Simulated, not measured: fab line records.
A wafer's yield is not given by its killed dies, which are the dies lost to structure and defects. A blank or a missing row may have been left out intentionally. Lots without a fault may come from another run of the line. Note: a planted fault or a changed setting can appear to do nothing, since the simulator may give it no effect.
Which of the tools did it?    flow nand-harc    12 lots, 36 wafers sampled, at 5 steps of a route of 1302

== WHAT THE GAUGES READ, wafer by wafer ==
NHARC_END_SORT_01.
lot   measured      on         killed-at-array  killed-at-other  killed-at-periphery  killed-dies  killed-open  killed-short
L770  day 27 06:13  prober-02  676 673 668      1 0 5            0 4 4                677 677 677  5 4 1        3 2 5
L771  day 27 06:42  prober-01  664 674 671      5 0 0            8 3 6                677 677 677  6 1 5        3 2 6

== EACH LOT AND THE TOOL THAT RAN IT (in order: tool; ch and the chambers of the sampled wafers; start) ==
lot   NHARC_A_STAIRCASE_ETCH_199                     NHARC_A_STAIRCASE_TRIM_202                     NHARC_A_STAIRCASE_ETCH_221          NHARC_A_STAIRCASE_ETCH_230
L767  rie-diel-08 ch 0,1,3, day 17 13:07 or earlier  rie-diel-08 ch 0,2,3, day 17 13:07 or earlier  rie-diel-08 ch 0,1,3, day 17 13:07  rie-diel-08 ch 0,2,3, no start
L768  rie-diel-04 ch 1,3, day 18 00:13 or earlier    rie-diel-04 ch 0,1,3, day 18 00:13 or earlier  rie-diel-08 ch 0,1,2, day 18 00:13  rie-diel-13 ch 1,2, no start
L769  rie-diel-04 ch 0,3, day 18 13:34 or earlier    rie-diel-04 ch 1,2, day 18 13:34 or earlier    rie-diel-04 ch 2,3, day 18 13:34    rie-diel-04 ch 1,2, no start
L770  rie-diel-08 ch 1,2, day 19 07:14 or earlier    rie-diel-08 ch 1,2, day 19 07:14 or earlier    rie-diel-08 ch 0,1, day 19 07:14    rie-diel-08 ch 0,1,2, day 27 06:13 or earlier
L771  rie-diel-04 ch 0,1,2, day 19 12:08 or earlier  rie-diel-04 ch 0,2, day 19 12:08 or earlier    rie-diel-08 ch 2,3, day 19 12:08    rie-diel-13 ch 0,1,3, day 27 06:42 or earlier
L772  rie-diel-13 ch 0,1,2, day 20 13:59 or earlier  rie-diel-13 ch 0,1,2, day 20 13:59 or earlier  rie-diel-13 ch 0,1,3, day 20 13:59  rie-diel-13 ch 0,2,3, no start
L780  rie-diel-08 ch 0,1,3, day 22 19:39 or earlier  rie-diel-08 ch 0,1,3, day 22 19:39 or earlier  rie-diel-04 ch 0,2,3, day 22 19:39  rie-diel-04 ch 0,2,3, no start
L781  rie-diel-04 ch 1,2, day 24 04:58 or earlier    rie-diel-04 ch 0,1,2, day 24 04:58 or earlier  rie-diel-04 ch 2,3, day 24 04:58    rie-diel-08 ch 1,2, no start
L782  rie-diel-08 ch 1,2, day 24 07:08 or earlier    rie-diel-08 ch 0,1,2, day 24 07:08 or earlier  rie-diel-13 ch 0,2,3, day 24 07:08  rie-diel-04 ch 0,1,3, no start
L783  rie-diel-08 ch 0,2,3, day 24 13:49 or earlier  rie-diel-08 ch 2,3, day 24 13:49 or earlier    rie-diel-08 ch 0,3, day 24 13:49    rie-diel-08 ch 1,3, no start
L784  rie-diel-08 ch 0,1,2, day 24 21:03 or earlier  rie-diel-08 ch 0,1,2, day 24 21:03 or earlier  rie-diel-08 ch 0,1,2, day 24 21:03  rie-diel-13 ch 0,1,2, no start
L785  rie-diel-13 ch 0,2, day 25 06:02 or earlier    rie-diel-13 ch 1,2, day 25 06:02 or earlier    rie-diel-04 ch 0,2,3, day 25 06:02  rie-diel-04 ch 0,1, no start
- NHARC_A_STAIRCASE_ETCH_199: etches the open film in C4F8/O2, target depth 100 nm, time 40.5 s.
- NHARC_A_STAIRCASE_TRIM_202: chemistry O2, time 211.2 s.
- NHARC_A_STAIRCASE_ETCH_221: etches the open film in C4F8/O2, target depth 100 nm, time 40.5 s.
- NHARC_A_STAIRCASE_ETCH_230: etches the open film in C4F8/O2, target depth 100 nm, time 40.5 s.

== WHAT THE TOOLS THEMSELVES READ (means of the sampled wafers that have a number; where no wafer has one, the mark that the record gives instead) ==
NHARC_A_STAIRCASE_ETCH_199.
lot   tool         oes-product-au (a.u.)  rf-vpp-V (V)  run-length-s (s)
L767  rie-diel-08  0.948                  895           61.8
L768  rie-diel-04  0.948                  899           61.9
L769  rie-diel-04  0.962                  895           61.5
L770  rie-diel-08  0.962                  895           62.3
L771  rie-diel-04  0.941                  903           62.1
L772  rie-diel-13  0.941                  897           62.2
L780  rie-diel-08  0.941                  894           61.8
L781  rie-diel-04  0.945                  902           62.2
L782  rie-diel-08  0.958                  895           62.6
L783  rie-diel-08  0.968                  894           62.0
L784  rie-diel-08  0.952                  895           62.0
L785  rie-diel-13  0.969                  893           61.9

NHARC_A_STAIRCASE_TRIM_202.
lot   tool         drypump-motor-current-A (A)  oes-product-au (a.u.)  rf-vpp-V (V)  showerhead-plenum-p-Torr (Torr)  throttle-valve-pct (%)
L767  rie-diel-08  5.5                          1.002                  57.8          3.50                             17.036
L768  rie-diel-04  5.8                          0.992                  57.8          3.59                             17.033
L769  rie-diel-04  5.2                          0.996                  58.7          3.73                             17.039
L770  rie-diel-08  5.7                          0.991                  57.0          3.50                             17.033
L771  rie-diel-04  6.1                          0.997                  58.4          3.69                             17.034
L772  rie-diel-13  5.8                          1.005                  58.4          3.57                             17.036
L780  rie-diel-08  5.7                          1.005                  57.4          3.46                             17.042
L781  rie-diel-04  5.7                          0.997                  58.5          3.69                             17.032
L782  rie-diel-08  5.6                          1.007                  57.9          3.51                             17.034
L783  rie-diel-08  5.5                          1.009                  57.4          3.42                             17.031
L784  rie-diel-08  5.6                          1.004                  58.2          3.51                             17.036
L785  rie-diel-13  5.6                          0.991                  57.9          3.68                             17.032

NHARC_A_STAIRCASE_ETCH_221.
lot   tool         oes-product-au (a.u.)  rf-vpp-V (V)  run-length-s (s)
L767  rie-diel-08  0.946                  893           61.5
L768  rie-diel-08  0.953                  895           61.9
L769  rie-diel-04  0.959                  901           62.0
L770  rie-diel-08  0.953                  896           45.0
L771  rie-diel-08  0.951                  895           45.6
L772  rie-diel-13  0.942                  894           61.6
L780  rie-diel-04  0.956                  899           61.6
L781  rie-diel-04  0.960                  896           61.7
L782  rie-diel-13  0.958                  891           61.9
L783  rie-diel-08  0.944                  892           61.5
L784  rie-diel-08  0.931                  895           61.8
L785  rie-diel-04  0.949                  898           61.8

NHARC_A_STAIRCASE_ETCH_230.
lot   tool         oes-product-au (a.u.)  rf-vpp-V (V)  run-length-s (s)
L767  rie-diel-08  0.954                  895           61.9
L768  rie-diel-13  0.978                  902           62.0
L769  rie-diel-04  0.949                  904           62.0
L770  rie-diel-08  0.948                  897           62.1
L771  rie-diel-13  0.958                  895           61.8
L772  rie-diel-13  0.940                  891           61.9
L780  rie-diel-04  0.945                  899           61.7
L781  rie-diel-08  0.965                  895           62.4
L782  rie-diel-04  0.951                  897           61.6
L783  rie-diel-08  0.954                  891           61.9
L784  rie-diel-13  0.977                  898           62.2
L785  rie-diel-04  0.935                  899           61.7

== THE ANSWER, worked out from the rows above alone ==
Rule: the usual values come from the lots themselves. Put in order of their means at a reading, lots are off if they are a third of the lots or fewer, leave a main group of 4 or more, and stand apart from it by a gap of 3 or more times the standard deviation of the main group's means; of several such gaps the widest counts. The tables above print the reading to a certain number of digits; a main group whose means all agree to those digits is not used. Also off: a lot with no number at a reading for which 4 or more lots have one. Where the step has rows for the other lots, those lots are counted as sound. After the gauges, taken in route order, come the tools' own readings; for these a lot's mean is taken, as printed above. The first step at which some lot is off is used, and at that step the reading that is off furthest; a lot without a number counts as furthest.
Off: L770, L771, at NHARC_A_STAIRCASE_ETCH_221 (run-length-s). Main group: mean 61.7 s, sd 0.17.
If a tool, at that step or one of the process steps before it, ran each lot that is off and ran no sound lot following the first of them, it fits. NHARC_A_STAIRCASE_ETCH_199 gives no start for some lots, so the hours and the order of its lots are those of NHARC_A_STAIRCASE_ETCH_221. NHARC_A_STAIRCASE_TRIM_202 gives no start for some lots, so the hours and the order of its lots are those of NHARC_A_STAIRCASE_ETCH_221. No candidate that was tried fits.

== WHAT HAD BEEN PUT IN BY THE SIMULATOR ==
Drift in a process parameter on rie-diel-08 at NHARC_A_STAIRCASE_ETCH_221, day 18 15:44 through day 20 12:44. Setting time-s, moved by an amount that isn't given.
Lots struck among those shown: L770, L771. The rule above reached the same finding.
